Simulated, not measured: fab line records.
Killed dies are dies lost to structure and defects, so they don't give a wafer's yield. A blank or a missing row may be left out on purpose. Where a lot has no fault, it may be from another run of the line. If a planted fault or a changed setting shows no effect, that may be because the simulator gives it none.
fab line records | flow n5Finfet
record: lots: 5 | wafers: 15 | lastDay: 17
route steps=1938 shown BEOL_M2@857 BEOL_M4@1111 PASSIVATION@1936
lots that met no fault: from a run of the same line without faults
startH: hours from the record's opening day to when the first of the lot's shown wafers began | waitH: time in hours since the lot's previous step | " as in the row above | L1.1+2: a single row standing in for several wafers | - no value, or no start given | * or withheld: withheld | < > ~ a bound
route shown NAME@n: a module of which the file shows steps, and the number in the route of the first | usual: mean and standard deviation over wafers with no fault | same: alike in all rows | chamber/n: place in a boat | sites: per-site readings | _std_site: how widely they spread, as a standard deviation | _edge_site: mean of outer sites minus mean of inner sites | radiusMm: how far each site lies from the wafer's centre | mask NAME#n: copy n | behind: the last tool/chamber to shape the wafer | hold: why the lot was held/for how many hours/how that ended | device: names the non-switching transistor (n, p or np) | end of line: the same wafers' tests at the end of the route | a step given without rows: its recipe and nothing more | killed: at the first sort, the dies lost to defects and structure; wafer yield is something else | map: dies across one wafer; x = killed, . = not, _ = none there
set.NAME: setting as actually run; set.NAME@STEP: the setting as run at that earlier step | model.NAME: the simulator's own value behind a step, which no gauge read
lots at some steps of the route; a table a step, a row a wafer
services: the hour from which a tool's chamber was out of use, counted from the record's first day as startH (under 0 if before that day), plus the number of hours and why
== steps ==
step: N5_BEOL_M2_DESCUM_16
recipe: chemistry: O2 | timeS: 7 | sourcePowerW: 50 | biasPowerW: 20 | pressureMtorr: 20 | rfFrequencyHz: 2.712e+07 | tempC: 40 | resist: CAR-EUV | o2FlowSccm: 225
step: N5_BEOL_M2_ETCH_74
recipe: chemistry: N2/H2 | target: underlayer | targetDepthA: 65 | maskMaterial: CAR-EUV | timeS: 5.2 | ionEnergyEv: 200 | pressureMtorr: 30 | sourceW: 840 | biasW: 150 | n2FlowSccm: 200 | h2FlowSccm: 200 | ends: cleared
step: N5_BEOL_M2_ETCH_63
recipe: chemistry: CF4 | target: SiARC | targetDepthA: 156 | maskMaterial: CAR-EUV | timeS: 26 | ionEnergyEv: 80 | pressureMtorr: 40 | sourceW: 545 | biasW: 36 | Ar_flow_sccm: 100 | cf4FlowSccm: 100 | ends: cleared
step: N5_BEOL_M2_ETCH_64
recipe: chemistry: N2/H2 | target: SOC | targetDepthA: 750 | overetchA: 225 | maskMaterial: SiARC | tempC: 40 | timeS: 121.9 | ionEnergyEv: 200 | pressureMtorr: 30 | sourceW: 840 | biasW: 150 | n2FlowSccm: 200 | h2FlowSccm: 200
step: N5_BEOL_M2_STRIP_65
recipe: chemistry: N2/H2 | tempC: 40 | n2FlowSccm: 200 | h2FlowSccm: 200 | rfFrequencyHz: 6e+07
step: N5_BEOL_M2_STRIP_75
recipe: chemistry: N2/H2 | tempC: 40 | n2FlowSccm: 200 | h2FlowSccm: 200 | rfFrequencyHz: 6e+07
step: N5_BEOL_M2_STRIP_66
recipe: chemistry: CF4 | resist: SiARC | powerW: 300 | biasPowerW: 75 | pressureMtorr: 50 | cf4FlowSccm: 150 | rfFrequencyHz: 6e+07
step: N5_BEOL_M2_HM_OPEN_17
recipe: chemistry: Cl2/BCl3 | targetDepthA: 200 | overetchA: 60 | target: TiN | maskMaterial: SOC | ionEnergyEv: 150 | pressureMtorr: 10 | icpW: 1000 | biasW: 126 | Cl2_flow_sccm: 53.25 | bcl3FlowSccm: 21.75 | Ar_flow_sccm: 25
step: N5_BEOL_M2_STRIP_19
recipe: chemistry: O2 | powerW: 400 | tempC: 40 | pressureMtorr: 30 | rfFrequencyHz: 6e+07 | biasPowerW: 0 | overashFraction: 0.2 | o2FlowSccm: 225
step: N5_BEOL_M2_COAT_67
recipe: resist: SOC | tempC: 250 | timeS: 60 | spinRpm: 1500 | resistThkNm: 60
usual: chillPlateTempC: 23.01/0.11 | spinSpeedRpm: 1499.9/0.99
lot.wafer | tool          | chamber | startH | waitH | chillPlateTempC | spinSpeedRpm | model.SOC_of_BEOL_M2_COAT_67.thkNm
L271.1    | lithoTrack-04 | 0       | 151.72 | 0.0   | 23.00           | 1500.5       | 60.2
L271.2    | "             | 0       | "      | "     | 22.89           | 1500.6       | 60.4
L271.3    | "             | 0       | "      | "     | 23.05           | 1498.8       | 60.2
L275.1    | lithoTrack-04 | 0       | 179.21 | 0.0   | 23.03           | 1602.4       | 58.2
L275.4    | "             | 0       | "      | "     | 22.88           | 1602.2       | 58.2
L275.6    | "             | 0       | "      | "     | 22.96           | 1601.8       | 58
L276.2    | lithoTrack-04 | 0       | 190.17 | 0.0   | 23.03           | 1601.8       | 58.2
L276.3    | "             | 0       | "      | "     | 23.05           | 1602.9       | 58.2
L276.5    | "             | 0       | "      | "     | 23.00           | 1601.2       | 58
L279.4    | lithoTrack-04 | 0       | 204.70 | 0.0   | 23.04           | 1600.3       | 58
L279.5    | "             | 0       | "      | "     | 23.06           | 1601.3       | 58
L279.6    | "             | 0       | "      | "     | 23.08           | 1600.1       | 58
L289.2    | lithoTrack-05 | 0       | 262.00 | 0.0   | 22.99           | 1499.6       | 60
L289.3    | "             | 0       | "      | "     | 23.08           | 1500.4       | 60.2
L289.5    | "             | 0       | "      | "     | 22.90           | 1500.5       | 60.2
step: N5_BEOL_M2_COAT_68
recipe: resist: SiARC | tempC: 220 | timeS: 60 | spinRpm: 1500 | resistThkNm: 12
step: N5_BEOL_M2_COAT_76
recipe: resist: underlayer | tempC: 205 | timeS: 60 | spinRpm: 1500 | resistThkNm: 5
step: N5_BEOL_M2_COAT_22
recipe: resist: CAR-EUV | spinRpm: 1500 | resistThkNm: 30
step: N5_BEOL_M2_EBR_24
recipe: solvent: PGMEA | ebrWidthMm: 1.5
step: N5_BEOL_M2_SOFTBAKE_23
recipe: tempC: 110 | timeS: 60 | resist: CAR-EUV
step: N5_BEOL_M2_EXPOSE_25
recipe: maskId: V1 | na: 0.33 | sourceShape: quasar | sigmaInner: 0.2 | sigmaOuter: 0.8 | polarization: unpolarized | defocusNm: 5 | doseMj: 63
step: N5_BEOL_M2_PEB_26
recipe: pebTempC: 100 | pebTimeS: 60 | resist: CAR-EUV
step: N5_BEOL_M2_DEVELOP_27
recipe: developTimeS: 30 | developer: TMAH | resist: CAR-EUV | rinseLiquid: surfactantRinse | dry: airSpin | devTempC: 23
step: N5_BEOL_M2_DESCUM_33
recipe: chemistry: O2 | timeS: 7 | sourcePowerW: 50 | biasPowerW: 20 | pressureMtorr: 20 | rfFrequencyHz: 2.712e+07 | tempC: 40 | resist: CAR-EUV | o2FlowSccm: 225
step: N5_BEOL_M2_ETCH_77
recipe: chemistry: N2/H2 | target: underlayer | targetDepthA: 65 | maskMaterial: CAR-EUV | timeS: 5.2 | ionEnergyEv: 200 | pressureMtorr: 30 | sourceW: 840 | biasW: 150 | n2FlowSccm: 200 | h2FlowSccm: 200 | ends: cleared
step: N5_BEOL_M2_ETCH_69
recipe: chemistry: CF4 | target: SiARC | targetDepthA: 156 | maskMaterial: CAR-EUV | timeS: 26 | ionEnergyEv: 80 | pressureMtorr: 40 | sourceW: 545 | biasW: 36 | Ar_flow_sccm: 100 | cf4FlowSccm: 100 | ends: cleared
step: N5_BEOL_M2_ALD_98
recipe: material: SiO2 | targetThkA: 25 | tempC: 100 | aldPrecursorFamily: BDEAS | aldCoReactant: O2-plasma | pulseTimeS: 1 | coReactantPulseTimeS: 1 | purgeTimeS: 2 | coReactantPurgeTimeS: 2 | aldCycles: 17 | pressureTorr: 2
step: N5_BEOL_M2_ETCHBACK_99
recipe: chemistry: CHF3 | target: SiO2 | targetDepthA: 50 | timeS: 10.4 | sourceW: 215 | biasW: 47 | Ar_flow_sccm: 200 | CHF3_flow_sccm: 12 | ionEnergyEv: 100 | pressureMtorr: 30
step: N5_BEOL_M2_ETCH_70
recipe: chemistry: N2/H2 | target: SOC | targetDepthA: 800 | overetchA: 240 | maskMaterial: SiARC | tempC: 40 | timeS: 130 | ionEnergyEv: 200 | pressureMtorr: 30 | sourceW: 840 | biasW: 150 | n2FlowSccm: 200 | h2FlowSccm: 200
usual: drypumpMotorCurrentA: 5.5/0.43 | oesProductAu: 0.59/0.044 | rfVppV: 525.1/2.4 | showerheadPlenumPTorr: 2.59/0.084 | throttleValvePct: 17.89/0.27
lot.wafer | tool       | chamber | startH | waitH | drypumpMotorCurrentA | oesProductAu | rfHoursCounterH | rfVppV | showerheadPlenumPTorr | throttleValvePct | model.etch.depthNm
L271.1    | rieDiel-05 | 2       | 153.84 | 0.0   | 5.1                  | 0.52         | 240             | 524.4  | 2.63                  | 17.98            | 60.21
L271.2    | "          | 1       | "      | "     | 5.6                  | 0.58         | 124             | 527.8  | 2.63                  | 17.17            | 60.39
L271.3    | "          | 0       | "      | "     | 5.4                  | 0.65         | 41              | 522.2  | 2.46                  | 17.83            | 60.11
L275.1    | rieDiel-01 | 3       | 185.63 | 0.0   | 5.7                  | 0.56         | 120             | 525.9  | 2.55                  | 18.16            | 58.2
L275.4    | "          | 2       | "      | "     | 5.2                  | 0.59         | 87              | 523.7  | 2.58                  | 17.53            | 58.25
L275.6    | "          | 2       | "      | "     | 5.2                  | 0.58         | -               | 525.4  | 2.58                  | 17.53            | 58
L276.2    | rieDiel-02 | 0       | 192.31 | 0.0   | 4.9                  | 0.55         | 155             | 524.6  | 2.56                  | 17.88            | 58.22
L276.3    | "          | 1       | "      | "     | 5.0                  | 0.59         | 103             | 526.4  | 2.69                  | 17.88            | 58.3
L276.5    | "          | 3       | "      | "     | 5.2                  | 0.55         | -               | 524.6  | 2.57                  | 17.98            | 58.08
L279.4    | rieDiel-02 | 1       | 208.12 | 0.0   | 5.0                  | 0.58         | 107             | 528.1  | 2.69                  | 17.88            | 58.06
L279.5    | "          | 0       | "      | "     | 4.9                  | 0.55         | -               | 524.2  | 2.55                  | 17.89            | 58.05
L279.6    | "          | 1       | "      | "     | 5.0                  | 0.58         | -               | 527.6  | 2.69                  | 17.88            | 57.9
L289.2    | rieDiel-01 | 1       | 274.04 | 0.0   | 5.7                  | 0.60         | 64              | 528.3  | 2.70                  | 18.18            | 60.04
L289.3    | "          | 3       | "      | "     | 5.7                  | 0.55         | 156             | 523.0  | 2.54                  | 18.22            | 60.24
L289.5    | "          | 3       | "      | "     | 5.7                  | 0.55         | -               | 524.8  | 2.54                  | 18.23            | 60.16
step: N5_BEOL_M2_STRIP_71
recipe: chemistry: N2/H2 | tempC: 40 | n2FlowSccm: 200 | h2FlowSccm: 200 | rfFrequencyHz: 6e+07
step: N5_BEOL_M2_STRIP_78
recipe: chemistry: N2/H2 | tempC: 40 | n2FlowSccm: 200 | h2FlowSccm: 200 | rfFrequencyHz: 6e+07
step: N5_BEOL_M2_VIA_ETCH_34
recipe: chemistry: C4F6/O2 | targetDepthA: 694 | maskMaterial: SOC | pressureMtorr: 15 | ionEnergyEv: 250 | taperDeg: 4 | timeS: 65.9 | sourceW: 350 | biasW: 170 | Ar_flow_sccm: 300 | C4F6_flow_sccm: 10 | O2_flow_sccm: 10
usual: drypumpMotorCurrentA: 5.5/0.43 | oesProductAu: 0.79/0.065 | rfVppV: 674/12 | showerheadPlenumPTorr: 2.89/0.099 | throttleValvePct: 30.8/0.33
lot.wafer | tool       | chamber | startH | waitH | drypumpMotorCurrentA | oesProductAu | rfHoursCounterH | rfVppV | showerheadPlenumPTorr | throttleValvePct | model.SOC_of_BEOL_M2_COAT_67.thkNm
L271.1    | rieDiel-05 | 2       | 153.94 | 0.0   | 5.2                  | 0.69         | 240             | 670    | 2.90                  | 30.5             | 52.4
L271.2    | "          | 1       | "      | "     | 5.6                  | 0.77         | 124             | 693    | 2.98                  | 30.2             | 52
L271.3    | "          | 0       | "      | "     | 5.4                  | 0.92         | 41              | 656    | 2.78                  | 31.1             | 51.6
L275.1    | rieDiel-01 | 3       | 185.73 | 0.0   | 5.7                  | 0.76         | 120             | 660    | 2.87                  | 31.1             | 50.2
L275.4    | "          | 2       | "      | "     | 5.2                  | 0.80         | 88              | 679    | 2.86                  | 30.3             | 50.4
L275.6    | "          | 2       | "      | "     | 5.2                  | 0.78         | -               | 680    | 2.85                  | 30.3             | 50.2
L276.2    | rieDiel-02 | 0       | 192.42 | 0.0   | 4.9                  | 0.76         | 155             | 690    | 2.81                  | 30.5             | 50
L276.3    | "          | 1       | "      | "     | 5.0                  | 0.78         | 103             | 669    | 3.01                  | 31.1             | 50.4
L276.5    | "          | 3       | "      | "     | 5.2                  | 0.76         | -               | 666    | 2.85                  | 30.7             | 49.6
L279.4    | rieDiel-02 | 1       | 208.23 | 0.0   | 5.0                  | 0.77         | 107             | 670    | 3.01                  | 31.1             | 50.2
L279.5    | "          | 0       | "      | "     | 4.8                  | 0.76         | -               | 688    | 2.81                  | 30.5             | 49.8
L279.6    | "          | 1       | "      | "     | 5.0                  | 0.77         | -               | 668    | 3.01                  | 31.1             | 50.2
L289.2    | rieDiel-01 | 1       | 274.15 | 0.0   | 5.7                  | 0.81         | 64              | 686    | 3.00                  | 31.1             | 51.8
L289.3    | "          | 3       | "      | "     | 5.7                  | 0.73         | 156             | 660    | 2.85                  | 31.1             | 52.2
L289.5    | "          | 3       | "      | "     | 5.7                  | 0.73         | -               | 660    | 2.85                  | 31.2             | 52.2
step: N5_BEOL_M2_STRIP_83
recipe: chemistry: C4F6/O2 | resist: SiARC | rfFrequencyHz: 6e+07
step: N5_BEOL_M4_RC_MEAS_101
usual: DIBL_N: 37.4/2.1 | DIBL_P: 37.8/2.5 | IOFF_N: 0.19/0.045 | IOFF_P: 0.24/0.05 | ION_N: 682/16 | ION_P: 467/11 | SS_N: 71.9/0.67 | SS_P: 73.6/0.76 | VT_N: 247/3.6 | VT_P: -248/3.6
lot.wafer | tool      | chamber | startH | waitH | DIBL_N[mV/V] | DIBL_P[mV/V] | IOFF_N[nA/um] | IOFF_P[nA/um] | ION_N[uA/um] | ION_P[uA/um] | SS_N[mV/dec] | SS_P[mV/dec] | VT_N[mV] | VT_P[mV]
L271.1    | prober-01 | 0       | 181.06 | 0.0   | 36.4         | 36.1         | 0.15          | 0.19          | 671          | 466          | 71.7         | 72.6         | 251      | -252
L271.2    | "         | 0       | "      | "     | 35.5         | 35.7         | 0.14          | 0.19          | 683          | 472          | 71.5         | 72.5         | 252      | -254
L271.3    | "         | 0       | "      | "     | 35.4         | 36.2         | 0.12          | 0.21          | 642          | 446          | 71.4         | 73.5         | 256      | -252
L275.1    | prober-02 | 0       | 215.75 | 0.0   | 37.4         | 38.3         | 0.19          | 0.21          | 698          | 467          | 71.8         | 73.7         | 245      | -254
L275.4    | "         | 0       | "      | "     | 35.1         | 34.9         | 0.13          | 0.17          | 671          | 457          | 71.0         | 73.2         | 252      | -258
L275.6    | "         | 0       | "      | "     | 34.8         | 35.4         | 0.15          | 0.18          | 701          | 475          | 71.5         | 73.5         | 248      | -255
L276.2    | prober-01 | 0       | 217.81 | 0.2   | 40.1         | 40.0         | 0.25          | 0.29          | 682          | 461          | 72.8         | 74.2         | 244      | -242
L276.3    | "         | 0       | "      | "     | 37.8         | 38.8         | 0.20          | 0.29          | 706          | 489          | 72.2         | 73.7         | 246      | -242
L276.5    | "         | 0       | "      | "     | 39.9         | 40.3         | 0.26          | 0.32          | 705          | 475          | 72.5         | 74.4         | 244      | -244
L279.4    | prober-01 | 0       | 238.09 | 0.5   | 37.3         | 37.1         | 0.19          | 0.25          | 698          | 483          | 71.3         | 73.1         | 245      | -245
L279.5    | "         | 0       | "      | "     | 39.2         | 39.5         | 0.23          | 0.30          | 706          | 484          | 72.7         | 73.4         | 245      | -243
L279.6    | "         | 0       | "      | "     | 36.7         | 37.0         | 0.19          | 0.24          | 703          | 478          | 71.7         | 73.2         | 242      | -245
L289.2    | prober-02 | 0       | 299.78 | 0.2   | 37.0         | 39.7         | 0.20          | 0.29          | 682          | 475          | 71.6         | 73.8         | 243      | -244
L289.3    | "         | 0       | "      | "     | 34.8         | 35.6         | 0.14          | 0.20          | 678          | 472          | 71.7         | 73.1         | 252      | -251
L289.5    | "         | 0       | "      | "     | 35.6         | 37.0         | 0.16          | 0.22          | 698          | 480          | 71.1         | 73.0         | 247      | -248
step: N5_PASSIVATION_PROBE_49
usual: defectLimitedYield: 90.9/1.6 | killed_at_M0_to_M3: 34/10 | killed_at_M4_up: 13/5.4 | killedAtContacts: 13/6 | killedAtFrontEnd: 42/13 | killedAtOther: 4/3.2 | killedDies: 107/18 | killedOpen: 69/14 | killedShort: 35/7.7 | sort_bin_4_leakage: 0.02/0.17 | sort_bin_5_function: 5.3/1 | sort_bin_6_memory: 3.3/0.75 | sort_bin_8_speed: 0.00/0.015 | sortNPass: 1073/19 | sortYieldPct: 90.9/1.6
same: grossDies: 1180 | killedAtBackSide: 0
lot.wafer | tool      | chamber | startH | waitH | defectLimitedYield[%] | killed_at_M0_to_M3 | killed_at_M4_up | killedAtContacts | killedAtFrontEnd | killedAtOther | killedDies | killedOpen | killedShort | sort_bin_4_leakage[%] | sort_bin_5_function[%] | sort_bin_6_memory[%] | sort_bin_8_speed[%] | sortNPass | sortYieldPct[%]
L271.1    | prober-02 | -       | 280.09 | 0.0   | 90.4                  | 42                 | 15              | 9                | 46               | 1             | 113        | 69         | 38          | 0                     | 5.4                    | 4.0                  | 0                   | 1067      | 90.4
L271.2    | prober-02 | -       | 280.14 | 0.1   | 91.3                  | 30                 | 15              | 8                | 37               | 13            | 103        | 66         | 35          | 0                     | 4.7                    | 3.5                  | 0                   | 1077      | 91.3
L271.3    | prober-02 | -       | 280.19 | 0.1   | 91.4                  | 42                 | 14              | 7                | 38               | 1             | 102        | 73         | 27          | 0                     | 5.3                    | 3.1                  | 0.08                | 1077      | 91.3
L275.1    | prober-02 | -       | 315.58 | 0.0   | 91.2                  | 36                 | 13              | 15               | 40               | 0             | 104        | 71         | 29          | 0                     | 6.0                    | 2.6                  | 0                   | 1076      | 91.2
L275.4    | prober-02 | -       | 315.73 | 0.2   | 90.1                  | 25                 | 14              | 4                | 73               | 1             | 117        | 66         | 36          | 0                     | 5.6                    | 2.9                  | 0                   | 1063      | 90.1
L275.6    | prober-02 | -       | 315.83 | 0.3   | 90.7                  | 28                 | 4               | 13               | 64               | 1             | 110        | 76         | 29          | 0                     | 6.4                    | 2.5                  | 0                   | 1070      | 90.7
L276.2    | prober-02 | -       | 327.06 | 0.1   | 90.3                  | 46                 | 18              | 18               | 25               | 7             | 114        | 74         | 38          | 0.08                  | 6.0                    | 3.2                  | 0                   | 1065      | 90.3
L276.3    | prober-02 | -       | 327.11 | 0.1   | 90.6                  | 28                 | 8               | 27               | 38               | 10            | 111        | 82         | 23          | 0                     | 5.9                    | 3.2                  | 0                   | 1069      | 90.6
L276.5    | prober-02 | -       | 327.21 | 0.2   | 91.4                  | 36                 | 7               | 22               | 37               | 0             | 102        | 60         | 39          | 0                     | 5.0                    | 3.2                  | 0                   | 1078      | 91.4
L279.4    | prober-02 | -       | 342.09 | 0.2   | 90.6                  | 37                 | 22              | 15               | 34               | 3             | 111        | 73         | 36          | 0                     | 5.3                    | 4.1                  | 0                   | 1069      | 90.6
L279.5    | prober-02 | -       | 342.14 | 0.2   | 92.7                  | 35                 | 8               | 11               | 29               | 3             | 86         | 55         | 31          | 0                     | 4.7                    | 2.5                  | 0                   | 1094      | 92.7
L279.6    | prober-02 | -       | 342.19 | 0.3   | 90.5                  | 34                 | 14              | 16               | 31               | 17            | 112        | 59         | 43          | 0                     | 4.5                    | 3.8                  | 0                   | 1068      | 90.5
L289.2    | prober-02 | -       | 400.82 | 0.1   | 92.4                  | 32                 | 21              | 12               | 23               | 2             | 90         | 69         | 18          | 0                     | 5.1                    | 2.5                  | 0                   | 1090      | 92.4
L289.3    | prober-02 | -       | 400.87 | 0.1   | 90.8                  | 26                 | 18              | 13               | 50               | 2             | 109        | 73         | 35          | 0                     | 6.0                    | 2.9                  | 0                   | 1071      | 90.8
L289.5    | prober-02 | -       | 400.97 | 0.2   | 92.6                  | 22                 | 15              | 14               | 32               | 4             | 87         | 57         | 29          | 0                     | 4.1                    | 2.7                  | 0                   | 1093      | 92.6
killed by level:class
L271.1 STI_FIN_REVEAL:geometricParticle:open=14 FIN_SAQP:geometricParticle:open=12 FIN_SAQP:geometricParticle:short=11 BEOL_M0_SAQP:geometricParticle:open=10 BEOL_M3:geometricParticle:open=8 BEOL_M1:geometricParticle:open=6 BEOL_M2:geometricParticle:open=6 MOL_CONTACT_COAG:geometricParticle:short=4
L271.2 FIN_SAQP:geometricParticle:open=14 FIN_SAQP:geometricParticle:short=7 BEOL_M1:geometricParticle:open=7 DUMMY_GATE:geometricParticle:open=6 MOL_CONTACT_COAG:geometricParticle:open=6 BEOL_M0_SAQP:geometricParticle:short=5 BEOL_M4:geometricParticle:open=5 PAD_METAL:geometricParticle:open=5
L271.3 BEOL_M3:geometricParticle:open=12 STI_FIN_REVEAL:geometricParticle:open=10 BEOL_M1:geometricParticle:open=9 DUMMY_GATE:geometricParticle:open=8 BEOL_M2:geometricParticle:open=7 FIN_SAQP:geometricParticle:short=6 MOL_CONTACT_COAG:geometricParticle:open=6 FIN_SAQP:geometricParticle:open=5
L275.1 STI_FIN_REVEAL:geometricParticle:open=16 MOL_CONTACT_COAG:geometricParticle:open=12 BEOL_M0_SAQP:geometricParticle:open=12 BEOL_M1:geometricParticle:open=7 FIN_SAQP:geometricParticle:short=5 BEOL_M4:geometricParticle:open=5 BEOL_M0_SAQP:geometricParticle:short=5 DUMMY_GATE:geometricParticle:open=4
L275.4 FIN_SAQP:geometricParticle:open=18 STI_FIN_REVEAL:geometricParticle:open=18 HKMG_FIN:areaEtch=12 BEOL_M3:geometricParticle:open=9 STI_FIN_REVEAL:geometricParticle:short=7 BEOL_M0_SAQP:geometricParticle:short=5 FIN_SAQP:geometricParticle:short=4 GATE_CUT:geometricParticle:short=4
L275.6 STI_FIN_REVEAL:geometricParticle:open=16 FIN_SAQP:geometricParticle:open=14 DUMMY_GATE:geometricParticle:open=8 FIN_SAQP:geometricParticle:short=7 MOL_CONTACT_COAG:geometricParticle:open=7 BEOL_M3:geometricParticle:open=7 MOL_CONTACT_COAG:geometricParticle:short=6 BEOL_M1:geometricParticle:open=6
L276.2 MOL_CONTACT_COAG:geometricParticle:open=13 BEOL_M0_SAQP:geometricParticle:open=11 BEOL_M4:geometricParticle:open=10 FIN_SAQP:geometricParticle:short=9 BEOL_M3:geometricParticle:open=9 BEOL_M1:geometricParticle:open=6 MOL_CONTACT_COAG:geometricParticle:short=5 BEOL_M0_SAQP:geometricParticle:short=5
L276.3 MOL_CONTACT_COAG:geometricParticle:open=23 BEOL_M2:geometricParticle:open=16 FIN_SAQP:geometricParticle:open=13 PASSIVATION:areaEtch=6 DUMMY_GATE:geometricParticle:open=5 FIN_SAQP:geometricParticle:short=4 STI_FIN_REVEAL:geometricParticle:open=4 MOL_CONTACT_COAG:geometricParticle:short=4
L276.5 MOL_CONTACT_COAG:geometricParticle:open=15 BEOL_M0_SAQP:geometricParticle:short=12 FIN_SAQP:geometricParticle:short=10 FIN_SAQP:geometricParticle:open=7 STI_FIN_REVEAL:geometricParticle:open=7 BEOL_M0_SAQP:geometricParticle:open=7 MOL_CONTACT_COAG:geometricParticle:short=6 BEOL_M2:geometricParticle:open=6
L279.4 BEOL_M4:geometricParticle:open=16 MOL_CONTACT_COAG:geometricParticle:open=13 BEOL_M0_SAQP:geometricParticle:short=11 BEOL_M0_SAQP:geometricParticle:open=10 STI_FIN_REVEAL:geometricParticle:open=8 BEOL_M2:geometricParticle:open=7 GATE_CUT:geometricParticle:short=5 BEOL_M4:geometricParticle:short=5
L279.5 BEOL_M1:geometricParticle:open=9 BEOL_M0_SAQP:geometricParticle:open=7 MOL_CONTACT_COAG:geometricParticle:open=6 BEOL_M0_SAQP:geometricParticle:short=6 GATE_CUT:geometricParticle:open=5 MOL_CONTACT_COAG:geometricParticle:short=5 BEOL_M2:geometricParticle:open=5 FIN_SAQP:geometricParticle:short=4
L279.6 BEOL_M0_SAQP:geometricParticle:open=12 MOL_CONTACT_COAG:geometricParticle:open=10 HKMG_FIN:areaEtch=9 BEOL_M0_SAQP:geometricParticle:short=8 MIM_BOT:geometricParticle:short=8 BEOL_M4:geometricParticle:open=7 MOL_CONTACT_COAG:geometricParticle:short=6 MIM_BOT:geometricParticle:open=6
L289.2 MOL_CONTACT_COAG:geometricParticle:open=11 BEOL_M2:geometricParticle:open=9 BEOL_M4:geometricParticle:open=8 STI_FIN_REVEAL:geometricParticle:open=7 BEOL_M1:geometricParticle:open=6 FIN_SAQP:geometricParticle:open=4 BEOL_M3:geometricParticle:open=4 BEOL_M0_SAQP:geometricParticle:open=4
L289.3 STI_FIN_REVEAL:geometricParticle:open=15 BEOL_M4:geometricParticle:open=12 MOL_CONTACT_COAG:geometricParticle:open=8 BEOL_M2:geometricParticle:open=8 FIN_SAQP:geometricParticle:open=5 STI_FIN_REVEAL:geometricParticle:short=5 MOL_CONTACT_COAG:geometricParticle:short=5 BEOL_M3:geometricParticle:open=5
L289.5 MOL_CONTACT_COAG:geometricParticle:open=11 STI_FIN_REVEAL:geometricParticle:open=10 BEOL_M4:geometricParticle:open=7 FIN_SAQP:geometricParticle:open=5 GATE_CUT:geometricParticle:open=5 BEOL_M0_SAQP:geometricParticle:short=5 BEOL_M1:geometricParticle:open=5 BEOL_M0_SAQP:geometricParticle:open=4
== services ==
tool          | chamber | startH | hours | kind
rieDiel-02    | 2       | 136.70 | 8.8   | repair
rieDiel-02    | -       | 154.74 | 14.6  | pm
rieDiel-05    | 2       | 159.38 | 5.2   | repair
lithoTrack-05 | -       | 163.52 | -     | consumableReplace:filter
rieDiel-02    | 1       | 170.92 | 3.2   | repair
rieDiel-05    | 2       | 185.33 | -     | clean
rieDiel-05    | 2       | 185.33 | -     | consumableReplace:focusRing
rieDiel-05    | 2       | 185.33 | 22.6  | scheduledDown
rieDiel-05    | 2       | 185.33 | 22.6  | ventCycle
rieDiel-01    | 0       | 194.65 | -     | clean
rieDiel-01    | 0       | 194.65 | -     | consumableReplace:focusRing
rieDiel-01    | 0       | 194.65 | -     | consumableReplace:showerhead
rieDiel-01    | 0       | 194.65 | 18.3  | scheduledDown
rieDiel-01    | 0       | 194.65 | 18.3  | ventCycle
rieDiel-02    | -       | 201.05 | 2.8   | pm
rieDiel-05    | 3       | 264.39 | 4.8   | repair
rieDiel-05    | -       | 272.79 | 2.8   | pm
== key ==
firstSign: step: N5_BEOL_M2_COAT_67 | reading: spinSpeedRpm | direction: up | sigmas: 99+ | usual: * | struck: *
effect none on later readings
modelEffect: step: N5_BEOL_M2_COAT_67 | value: SOC_of_BEOL_M2_COAT_67.thkNm | without: 60.07 | struck: 58.09
modelEffect: step: N5_BEOL_M2_ETCH_70 | value: etch.depthNm | without: 60.07 | struck: 58.12
modelEffect: step: N5_BEOL_M2_VIA_ETCH_34 | value: SOC_of_BEOL_M2_COAT_67.thkNm | without: 52.11 | struck: 50.11
metAt N5_BEOL_M2_COAT_67
struckWafers L275.1,L275.4,L275.6,L276.2,L276.3,L276.5,L279.4,L279.5,L279.6
baselineLoss: step: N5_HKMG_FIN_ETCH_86 | wafers: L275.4
onsetBetween 151.72 179.21
fault: kind: processParameterDrift | tool: lithoTrack-04 | chamber: - | onsetH: 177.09 | steps: N5_BEOL_M2_COAT_67 | channel: spinRpm | offset: * | shape: step | endH: 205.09 | actsIn: * | stated: *
baselineLoss: these wafers lose ten dies or more at that step, a loss of the line's own and not of a fault; the sort's usual values leave them out
